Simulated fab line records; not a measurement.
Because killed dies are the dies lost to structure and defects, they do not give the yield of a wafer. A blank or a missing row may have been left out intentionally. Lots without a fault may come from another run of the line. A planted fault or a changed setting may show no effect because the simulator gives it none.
Lot-split experiment / flow n5_finfet / on a route of 1938 steps: 7 lots, 21 wafers read

== SPLIT DETAILS ==
At N5_DUMMY_GATE_COAT_34 (time 60 s, resist thk 60 nm), the setting spin_rpm was moved away from the recipe's 1500 rpm on 8 of the 21 wafers read, by -8.1% to -4.1%. For the rest of the wafers, this setting stayed at what the recipe calls for.

== FROM THE SPLIT TO THE READING: what the file shows between them, 3 steps ==
- N5_DUMMY_GATE_DESCUM_20: chemistry O2, time 6.2 s (also split here: time_s)
- N5_DUMMY_GATE_ETCH_29: etches underlayer in N2/H2, target depth 13 nm
- N5_DUMMY_GATE_ETCH_36: etches SiARC in CF4, target depth 13 nm

== THE READING ==
etch.depth_nm (the simulator's own value, which no gauge read), in nm, at N5_DUMMY_GATE_ETCH_37 (etches SOC in N2/H2, target depth 60 nm, overetch 30 nm). There is no usual value for it anywhere in the file. Across the 13 wafers here that went through the recipe, the average is 60.01 nm and the standard deviation 0.22 nm.

wafer=L078.2; tool, chamber at the split=litho_track-03, 0; spin_rpm as run, rpm=1396; against the recipe=-6.9%; etch.depth_nm, nm=62.38; against lot-mates on the recipe=+2.58
wafer=L078.4; tool, chamber at the split=litho_track-03, 0; spin_rpm as run, rpm=1500; against the recipe=recipe; etch.depth_nm, nm=59.8; against lot-mates on the recipe=-
wafer=L078.5; tool, chamber at the split=litho_track-03, 0; spin_rpm as run, rpm=1396; against the recipe=-6.9%; etch.depth_nm, nm=62.14; against lot-mates on the recipe=+2.34
wafer=L080.1; tool, chamber at the split=litho_track-02, 0; spin_rpm as run, rpm=1379; against the recipe=-8.1%; etch.depth_nm, nm=62.62; against lot-mates on the recipe=+2.65
wafer=L080.4; tool, chamber at the split=litho_track-02, 0; spin_rpm as run, rpm=1500; against the recipe=recipe; etch.depth_nm, nm=60.02; against lot-mates on the recipe=-
wafer=L080.6; tool, chamber at the split=litho_track-02, 0; spin_rpm as run, rpm=1500; against the recipe=recipe; etch.depth_nm, nm=59.92; against lot-mates on the recipe=-
wafer=L083.2; tool, chamber at the split=litho_track-05, 0; spin_rpm as run, rpm=1392; against the recipe=-7.2%; etch.depth_nm, nm=62.46; against lot-mates on the recipe=+2.35
wafer=L083.3; tool, chamber at the split=litho_track-05, 0; spin_rpm as run, rpm=1500; against the recipe=recipe; etch.depth_nm, nm=59.96; against lot-mates on the recipe=-
wafer=L083.6; tool, chamber at the split=litho_track-05, 0; spin_rpm as run, rpm=1500; against the recipe=recipe; etch.depth_nm, nm=60.25; against lot-mates on the recipe=-
wafer=L084.1; tool, chamber at the split=litho_track-03, 0; spin_rpm as run, rpm=1439; against the recipe=-4.1%; etch.depth_nm, nm=61.21; against lot-mates on the recipe=+1.21
wafer=L084.3; tool, chamber at the split=litho_track-03, 0; spin_rpm as run, rpm=1500; against the recipe=recipe; etch.depth_nm, nm=60.07; against lot-mates on the recipe=-
wafer=L084.4; tool, chamber at the split=litho_track-03, 0; spin_rpm as run, rpm=1500; against the recipe=recipe; etch.depth_nm, nm=59.93; against lot-mates on the recipe=-
wafer=L087.3; tool, chamber at the split=litho_track-03, 0; spin_rpm as run, rpm=1384; against the recipe=-7.7%; etch.depth_nm, nm=62.44; against lot-mates on the recipe=+2.44
wafer=L087.4; tool, chamber at the split=litho_track-03, 0; spin_rpm as run, rpm=1500; against the recipe=recipe; etch.depth_nm, nm=60; against lot-mates on the recipe=-
wafer=L087.6; tool, chamber at the split=litho_track-03, 0; spin_rpm as run, rpm=1384; against the recipe=-7.7%; etch.depth_nm, nm=62.37; against lot-mates on the recipe=+2.37
wafer=L095.1; tool, chamber at the split=litho_track-03, 0; spin_rpm as run, rpm=1500; against the recipe=recipe; etch.depth_nm, nm=60.38; against lot-mates on the recipe=-
wafer=L095.3; tool, chamber at the split=litho_track-03, 0; spin_rpm as run, rpm=1500; against the recipe=recipe; etch.depth_nm, nm=60.45; against lot-mates on the recipe=-
wafer=L095.6; tool, chamber at the split=litho_track-03, 0; spin_rpm as run, rpm=1432; against the recipe=-4.5%; etch.depth_nm, nm=61.86; against lot-mates on the recipe=+1.44
wafer=L097.4; tool, chamber at the split=litho_track-02, 0; spin_rpm as run, rpm=1500; against the recipe=recipe; etch.depth_nm, nm=59.81; against lot-mates on the recipe=-
wafer=L097.5; tool, chamber at the split=litho_track-02, 0; spin_rpm as run, rpm=1500; against the recipe=recipe; etch.depth_nm, nm=59.81; against lot-mates on the recipe=-
wafer=L097.6; tool, chamber at the split=litho_track-02, 0; spin_rpm as run, rpm=1500; against the recipe=recipe; etch.depth_nm, nm=59.67; against lot-mates on the recipe=-

THE FIT
A straight line over all 21 wafers: etch.depth_nm changes by -0.325 nm for each +1% of spin_rpm; r = -0.98; the points scatter about the line by 0.21 nm.
The same after taking each lot's own level away (the mean of its wafers on the recipe; 21 wafers): -0.328 nm for each +1%; r = -1.00; scatter 0.11 nm.
On that fit, the largest move of spin_rpm shifts the reading by 2.6 nm.
Across the lots, their own levels run from 59.763 to 60.415 nm, a range of 2.9 times the standard deviation given above.
Hence the lot-to-lot level has little effect on the slope; both slopes agree.
Check: +2.64 nm against its lot-mates is what the line predicts for one of the wafers moved furthest among these (-8.1%) when that wafer is left out of the fit. Against them it came out at +2.65 nm.

== THE OTHER SPLITS THESE WAFERS WENT THROUGH ==
Other splits were also applied to these wafers ahead of the reading. Each is held against what the fit with the lots' levels taken away leaves over:
other split on the same wafers=N5_WELL_APT_COAT_02 spin_rpm; wafers away from the commonest value=6; r with etch.depth_nm (lot level and that fit taken away)=-0.47
other split on the same wafers=N5_WELL_APT_PEB_06 peb_time_s; wafers away from the commonest value=7; r with etch.depth_nm (lot level and that fit taken away)=-0.24
other split on the same wafers=N5_DUMMY_GATE_DESCUM_20 time_s; wafers away from the commonest value=7; r with etch.depth_nm (lot level and that fit taken away)=-0.19

== THE WHOLE CHAIN: every reading that the file lists as answering this split, in the file's order ==
step=N5_DUMMY_GATE_COAT_34; what it does=time 60 s, resist thk 60 nm; reading=SOC_of_DUMMY_GATE_COAT_34.thk_nm (the simulator's own value, which no gauge read); change (the file's fit)=-0.323 nm for each +1% of the setting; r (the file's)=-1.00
step=N5_DUMMY_GATE_ETCH_37; what it does=etches SOC in N2/H2, target depth 60 nm, overetch 30 nm; reading=etch.depth_nm (the simulator's own value, which no gauge read); change (the file's fit)=-0.326 nm for each +1% of the setting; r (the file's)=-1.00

== FILE'S OWN FIT ==
etch.depth_nm changes by -0.326 nm for each +1% of spin_rpm, r = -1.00.
